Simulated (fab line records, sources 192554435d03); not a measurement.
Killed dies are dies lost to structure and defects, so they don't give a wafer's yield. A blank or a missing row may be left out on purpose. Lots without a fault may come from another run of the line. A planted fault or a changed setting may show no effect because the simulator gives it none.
Which tool did it? | flow n5_finfet | 12 lots, 36 wafers sampled, at 3 steps of a route of 1938

WHAT THE GAUGES READ, wafer by wafer
N5_BEOL_M9_THK_MEAS_01.
lot  | measured     | on            | M9_ILD_THK (nm)
L965 | day 10 18:08 | film_metro-01 | 271 266 272
L964 | day 10 21:19 | film_metro-01 | 266 268 269
L969 | day 11 15:35 | film_metro-01 | 266 268 273
L968 | day 11 15:49 | film_metro-02 | 260 270 266
L970 | day 11 17:57 | film_metro-02 | 266 271 273
L972 | day 13 04:51 | film_metro-02 | 267 265 270
L974 | day 13 05:43 | film_metro-01 | 271 270 271
L975 | day 13 13:27 | film_metro-01 | 269 266 271
L976 | day 13 23:16 | film_metro-01 | 265 267 268
L982 | day 14 16:32 | film_metro-01 | 265 270 269
L984 | day 15 06:15 | film_metro-02 | 267 272 271
L987 | day 16 15:11 | film_metro-02 | 267 259 266

WHICH TOOL RAN EACH LOT (tool, then ch and the chambers of the sampled wafers, then the start)
lot  | N5_BEOL_M8_DEP_56               | N5_BEOL_M9_ILD_DEP_00
L965 | pecvd-01 ch 0,1, day 10 15:41   | pecvd-02 ch 0,2, day 10 15:49
L964 | pecvd-01 ch 0,1,2, day 10 19:37 | pecvd-04 ch 1,2, day 10 19:45
L969 | pecvd-02 ch 0,1,2, day 11 14:46 | pecvd-03 ch 0,2, day 11 14:54
L968 | pecvd-02 ch 0,1,2, day 11 14:57 | pecvd-04 ch 0,1,2, day 11 15:05
L970 | pecvd-03 ch 1,2, day 11 17:11   | pecvd-03 ch 0,1, day 11 17:19
L972 | pecvd-03 ch 0,2, day 13 04:08   | pecvd-02 ch 0,1,2, day 13 04:16
L974 | pecvd-01 ch 0,2, day 13 04:31   | pecvd-03 ch 0,2, day 13 04:39
L975 | pecvd-02 ch 1,2, day 13 12:35   | pecvd-03 ch 0,1,2, day 13 12:44
L976 | pecvd-02 ch 1,2, day 13 22:33   | pecvd-02 ch 0,2, day 13 22:41
L982 | pecvd-02 ch 1,2, day 14 15:47   | pecvd-04 ch 0,2, day 14 15:55
L984 | pecvd-03 ch 0,1, day 15 05:32   | pecvd-04 ch 1,2, day 15 05:40
L987 | pecvd-01 ch 0,1,2, day 16 13:59 | pecvd-03 ch 0,1,2, day 16 14:07
- N5_BEOL_M8_DEP_56: deposits SiCN from 3MS/NH3, target thk 10 nm, time 17.5 s.
- N5_BEOL_M9_ILD_DEP_00: deposits SiCOH lowk from DEMS/porogen, target thk 308.51 nm, time 58 s.

WHAT THE TOOLS THEMSELVES READ (means of the sampled wafers that have a number; where no wafer has one, the mark that the record gives instead)
N5_BEOL_M8_DEP_56.
lot  | tool     | showerhead_plenum_p_Torr (Torr) | throttle_valve_pct (%)
L965 | pecvd-01 | 3.671                           | 10.3
L964 | pecvd-01 | 3.673                           | 9.6
L969 | pecvd-02 | 3.672                           | 9.0
L968 | pecvd-02 | 3.673                           | 9.1
L970 | pecvd-03 | 3.649                           | 9.2
L972 | pecvd-03 | 3.672                           | 9.0
L974 | pecvd-01 | 3.659                           | 9.7
L975 | pecvd-02 | 3.662                           | 9.3
L976 | pecvd-02 | 3.667                           | 9.3
L982 | pecvd-02 | 3.670                           | 9.2
L984 | pecvd-03 | 3.654                           | 9.5
L987 | pecvd-01 | 3.673                           | 9.5

N5_BEOL_M9_ILD_DEP_00.
lot  | tool     | heater_power_outer_w (W) | heater_power_w (W) | showerhead_plenum_p_Torr (Torr) | throttle_valve_pct (%)
L965 | pecvd-02 | 113                      | 301                | 5.739                           | 13.4
L964 | pecvd-04 | 154                      | 324                | 5.727                           | 13.5
L969 | pecvd-03 | 132                      | 308                | 5.751                           | 13.9
L968 | pecvd-04 | 152                      | 322                | 5.731                           | 13.6
L970 | pecvd-03 | 210                      | 401                | 5.717                           | 14.7
L972 | pecvd-02 | 122                      | 301                | 5.748                           | 13.8
L974 | pecvd-03 | 175                      | 371                | 5.750                           | 14.5
L975 | pecvd-03 | 169                      | 353                | 5.749                           | 14.3
L976 | pecvd-02 | 140                      | 327                | 5.751                           | 13.4
L982 | pecvd-04 | 162                      | 320                | 5.732                           | 13.4
L984 | pecvd-04 | 151                      | 314                | 5.723                           | 13.4
L987 | pecvd-03 | 175                      | 361                | 5.738                           | 14.5

THE ANSWER, worked out from the rows above alone
Rule: what is usual is taken from the lots themselves. Put in order of their means at a reading, lots are off if they are a third of the lots or fewer, leave a main group of 4 or more, and stand apart from it by a gap of 3 or more times the standard deviation of the main group's means; of several such gaps the widest counts. A main group whose means are all the same, to the digits that the tables above print for the reading, isn't used. A lot without any number at a reading at which 4 lots or more have one is off too. The other lots that the step has rows for count as sound. The gauges are gone through in route order, then the tools' own readings, and for those a lot's mean is taken as printed above. The first step at which some lot is off is used, and at that step the reading that is off furthest; a lot without a number counts as furthest.
No lot is off at any reading shown: from this, nothing can be told.

WHAT THE SIMULATOR HAD PUT IN
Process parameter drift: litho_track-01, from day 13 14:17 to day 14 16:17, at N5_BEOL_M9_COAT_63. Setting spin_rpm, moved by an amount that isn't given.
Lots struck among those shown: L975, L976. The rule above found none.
